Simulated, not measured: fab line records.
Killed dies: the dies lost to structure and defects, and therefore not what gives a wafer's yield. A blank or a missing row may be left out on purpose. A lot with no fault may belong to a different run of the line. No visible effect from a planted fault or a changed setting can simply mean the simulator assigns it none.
Chamber matching / flow nandHarc / NHARC_A_SGD_CUT_ETCH_58 on rieDiel-06: 4 sister chambers
The step etches the open film in CF4, target depth 39 nm, time 65 s. 18 wafers are shown with their chamber, then 9 later ones without.

WAFERS PAIRED WITH THEIR CHAMBERS
wafer=L077.2; chamber=1; drypumpMotorCurrentA (A)=4.8; oesProductAu (a.u.)=1.018; rfVppV (V)=151.9
wafer=L077.3; chamber=0; drypumpMotorCurrentA (A)=5.1; oesProductAu (a.u.)=0.994; rfVppV (V)=152.0
wafer=L077.6; chamber=1; drypumpMotorCurrentA (A)=4.8; oesProductAu (a.u.)=1.012; rfVppV (V)=152.9
wafer=L079.1; chamber=3; drypumpMotorCurrentA (A)=6.4; oesProductAu (a.u.)=0.986; rfVppV (V)=149.1
wafer=L079.5; chamber=1; drypumpMotorCurrentA (A)=4.8; oesProductAu (a.u.)=1.000; rfVppV (V)=151.7
wafer=L079.6; chamber=0; drypumpMotorCurrentA (A)=5.1; oesProductAu (a.u.)=0.997; rfVppV (V)=153.4
wafer=L080.4; chamber=3; drypumpMotorCurrentA (A)=6.4; oesProductAu (a.u.)=1.004; rfVppV (V)=151.3
wafer=L080.5; chamber=2; drypumpMotorCurrentA (A)=5.7; oesProductAu (a.u.)=0.995; rfVppV (V)=152.4
wafer=L080.6; chamber=3; drypumpMotorCurrentA (A)=6.4; oesProductAu (a.u.)=0.989; rfVppV (V)=151.1
wafer=L084.3; chamber=1; drypumpMotorCurrentA (A)=4.8; oesProductAu (a.u.)=0.998; rfVppV (V)=152.9
wafer=L084.4; chamber=3; drypumpMotorCurrentA (A)=6.4; oesProductAu (a.u.)=0.990; rfVppV (V)=152.0
wafer=L084.6; chamber=3; drypumpMotorCurrentA (A)=6.5; oesProductAu (a.u.)=0.992; rfVppV (V)=151.0
wafer=L083.1; chamber=3; drypumpMotorCurrentA (A)=6.4; oesProductAu (a.u.)=1.005; rfVppV (V)=151.7
wafer=L083.2; chamber=2; drypumpMotorCurrentA (A)=5.7; oesProductAu (a.u.)=0.998; rfVppV (V)=151.5
wafer=L083.6; chamber=3; drypumpMotorCurrentA (A)=6.4; oesProductAu (a.u.)=0.999; rfVppV (V)=152.2
wafer=L087.4; chamber=1; drypumpMotorCurrentA (A)=4.8; oesProductAu (a.u.)=1.006; rfVppV (V)=153.0
wafer=L087.5; chamber=1; drypumpMotorCurrentA (A)=4.8; oesProductAu (a.u.)=1.010; rfVppV (V)=151.7
wafer=L087.6; chamber=2; drypumpMotorCurrentA (A)=5.7; oesProductAu (a.u.)=1.004; rfVppV (V)=149.0

SIGNATURES, as means of the wafers listed above
reading=drypumpMotorCurrentA; chamber 0=5.100; chamber 1=4.800; chamber 2=5.700; chamber 3=6.414; scatter within a chamber=0.0247
reading=oesProductAu; chamber 0=0.99550; chamber 1=1.00733; chamber 2=0.99900; chamber 3=0.99500; scatter within a chamber=0.00697
reading=rfVppV; chamber 0=152.700; chamber 1=152.350; chamber 2=150.967; chamber 3=151.200; scatter within a chamber=1.06
Rule: for a wafer and a chamber, the distance is found by dividing, reading by reading, the gap between the wafer's reading and the chamber's mean by the reading's scatter, squaring, summing and taking the root. If the next closest chamber is less than 2 further off than the closest, the wafer can't be placed; otherwise it belongs to the closest. The scatter: take each reading less its chamber's mean, square it, sum over the shown wafers, divide by the number of wafers less the number of chambers, and take the root.

WAFERS WITH NO CHAMBER GIVEN
wafer=L091.4; drypumpMotorCurrentA (A)=4.8; oesProductAu (a.u.)=1.012; rfVppV (V)=153.3
wafer=L091.5; drypumpMotorCurrentA (A)=5.7; oesProductAu (a.u.)=1.003; rfVppV (V)=150.7
wafer=L091.6; drypumpMotorCurrentA (A)=6.4; oesProductAu (a.u.)=0.998; rfVppV (V)=151.9
wafer=L092.3; drypumpMotorCurrentA (A)=5.1; oesProductAu (a.u.)=0.993; rfVppV (V)=151.5
wafer=L092.4; drypumpMotorCurrentA (A)=6.4; oesProductAu (a.u.)=1.007; rfVppV (V)=151.9
wafer=L092.6; drypumpMotorCurrentA (A)=4.8; oesProductAu (a.u.)=1.007; rfVppV (V)=152.6
wafer=L097.1; drypumpMotorCurrentA (A)=5.1; oesProductAu (a.u.)=1.009; rfVppV (V)=152.6
wafer=L097.3; drypumpMotorCurrentA (A)=6.4; oesProductAu (a.u.)=1.002; rfVppV (V)=152.3
wafer=L097.6; drypumpMotorCurrentA (A)=5.1; oesProductAu (a.u.)=0.993; rfVppV (V)=153.5

THE CHAMBER EACH PASSED THROUGH
wafer=L091.4; from the rows above=1; in truth=1
wafer=L091.5; from the rows above=2; in truth=2
wafer=L091.6; from the rows above=3; in truth=3
wafer=L092.3; from the rows above=0; in truth=0
wafer=L092.4; from the rows above=3; in truth=3
wafer=L092.6; from the rows above=1; in truth=1
wafer=L097.1; from the rows above=0; in truth=0
wafer=L097.3; from the rows above=3; in truth=3
wafer=L097.6; from the rows above=0; in truth=0
Correct placement for 9 of the 9. Left unplaced by these rows: 0. 0 placed wrongly.
